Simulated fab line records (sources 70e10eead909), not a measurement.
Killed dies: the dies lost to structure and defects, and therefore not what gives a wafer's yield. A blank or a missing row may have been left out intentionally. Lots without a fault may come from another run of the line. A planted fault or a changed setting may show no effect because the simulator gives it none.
Comparing a struck lot with a sound one    flow nand_harc    13 out of 1159 route steps
Sound: wafers L509.1, L509.4, L509.5. Wafers struck: L506.1, L506.3, L506.4. At the end, the cause is stated.
At each step with rows: each side's tool, then ch and its chambers, then its first start. Under that, the readings that differ: sound wafers    struck wafers    difference of the means    sigmas: that difference in standard deviations of wafers without a fault.
alike: readings whose means differ by less than 2 such deviations, and words and numbers that are the same on both sides. not compared: withheld readings, readings that some wafer has no value for, bounds like >300 that may hide the same value, and numbers for which the record gives no deviation and whose values overlap.
Wherever a step has rows on one side only, a row that says differs or no value, or a row with sigmas, the two part there. When numbers do not overlap yet have no deviation, they are printed without sigmas and do not part them. A reading missing from all wafers of one side parts the sides only when that side holds two or more wafers.

NHARC_A_STAIRCASE_TRIM_235: chemistry O2, time 211.2 s.
  sound: rie_diel-02 ch 0,3; struck: rie_diel-12 ch 0,1
reading                          sound           struck          difference  sigmas
showerhead_plenum_p_Torr (Torr)  3.30 3.32 3.30  3.74 3.78 3.78  +0.46       +3
  alike: drypump_motor_current_A, oes_product_au, rf_vpp_V, throttle_valve_pct
  not compared: rf_hours_counter_h
NHARC_A_STAIRCASE_ETCH_236: etches the open film in C4F8/O2, target depth 100 nm, time 40.5 s.
  sound: rie_diel-02 ch 0,1; struck: rie_diel-12 ch 1,3
reading       sound        struck       difference  sigmas
rf_vpp_V (V)  888 887 888  901 904 903  +15         +3
  alike: oes_product_au, rf_fwd_power_W
  not compared: rf_hours_counter_h
NHARC_A_STAIRCASE_STRIP_238: strips in O2.
  sound on plasma_asher-01 ch 0,1, day 15 19:34; struck on plasma_asher-01 ch 0,1, day 15 18:02
  alike: drypump_motor_current_A, heater_power_w
  not compared: rf_hours_counter_h
then, 8 steps without rows for these wafers: NHARC_A_STAIRCASE_STRIP_239 (strips in SPM, time 900 s); NHARC_A_STAIRCASE_PRECLEAN_240 (cleans in SC1); NHARC_A_STAIRCASE_SRD_241; NHARC_A_STAIRCASE_DEHYDRATE_242 (time 120 s); NHARC_A_STAIRCASE_HMDS_243 (time 30 s); NHARC_A_STAIRCASE_COAT_244; NHARC_A_STAIRCASE_SOFTBAKE_245 (time 170 s); NHARC_A_STAIRCASE_EBR_246.
NHARC_A_STAIRCASE_EXPOSE_247: exposes mask SDS 1.
  sound on krf_scanner-03 ch 0, day 15 20:43; struck on krf_scanner-01, day 15 19:07
  no value came back on the struck wafers for exposure_dose_mJ_cm2, focus_offset_nm (nm); on the sound wafers exposure_dose_mJ_cm2 reads 25.276 25.271 25.323
  alike: mask
then, 1 step without rows for these wafers: NHARC_A_STAIRCASE_PEB_248 (peb time 130 s).

WHERE THEY PART
Last at NHARC_A_STAIRCASE_EXPOSE_247 as far as this record goes, first at NHARC_A_STAIRCASE_TRIM_235.

WHY: what the simulator had put in
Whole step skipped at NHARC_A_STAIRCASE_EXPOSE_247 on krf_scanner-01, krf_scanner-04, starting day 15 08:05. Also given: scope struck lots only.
